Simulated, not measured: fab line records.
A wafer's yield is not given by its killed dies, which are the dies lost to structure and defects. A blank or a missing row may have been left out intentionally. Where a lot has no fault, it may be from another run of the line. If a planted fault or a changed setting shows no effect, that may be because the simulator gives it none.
Matching of chambers | flow nand_harc | NHARC_A_STAIRCASE_DESCUM_219 on rie_diel-08: 4 sister chambers
The step chemistry O2, time 3 s. 8 wafers are shown with their chamber, then 7 later ones without.

WAFERS PAIRED WITH THEIR CHAMBERS
wafer  | chamber | showerhead_plenum_p_Torr (Torr) | drypump_motor_current_A (A)
L078.1 | 3       | 1.85                            | 5.5
L078.5 | 0       | 1.99                            | 6.2
L087.1 | 2       | 2.05                            | 5.3
L087.2 | 0       | 1.98                            | 6.2
L086.4 | 3       | 1.84                            | 5.4
L086.6 | 1       | 1.79                            | 5.6
L089.2 | 2       | 2.05                            | 5.3
L089.3 | 1       | 1.79                            | 5.6

WAFERS MISSING THEIR CHAMBER
wafer  | showerhead_plenum_p_Torr (Torr) | drypump_motor_current_A (A)
L089.4 | 1.84                            | 5.4
L095.1 | 1.78                            | 5.6
L095.4 | 1.98                            | 6.2
L095.6 | 2.05                            | 5.4
L097.1 | 2.05                            | 5.3
L097.3 | 1.78                            | 5.6
L097.4 | 1.98                            | 6.2

EACH ONE'S CHAMBER
wafer  | from the rows above | in truth
L089.4 | 3                   | 3
L095.1 | 1                   | 1
L095.4 | 0                   | 0
L095.6 | 2                   | 2
L097.1 | 2                   | 2
L097.3 | 1                   | 1
L097.4 | 0                   | 0
7 of 7 placed correctly. Can't be placed from these rows: 0. Number placed wrongly: 0.
How it was worked out, from the rows above alone: a wafer's distance from a chamber is the root of the sum, over the readings, of the square of ((its reading less the chamber's mean) divided by the reading's scatter). The wafer belongs to the nearest chamber; if the next one is less than 2 further off, it can't be placed. The mean given for a chamber averages the wafers shown for that chamber. The scatter: the root of (the sum of the squares of (reading less its chamber's mean) over the shown wafers, divided by (wafers less chambers)).
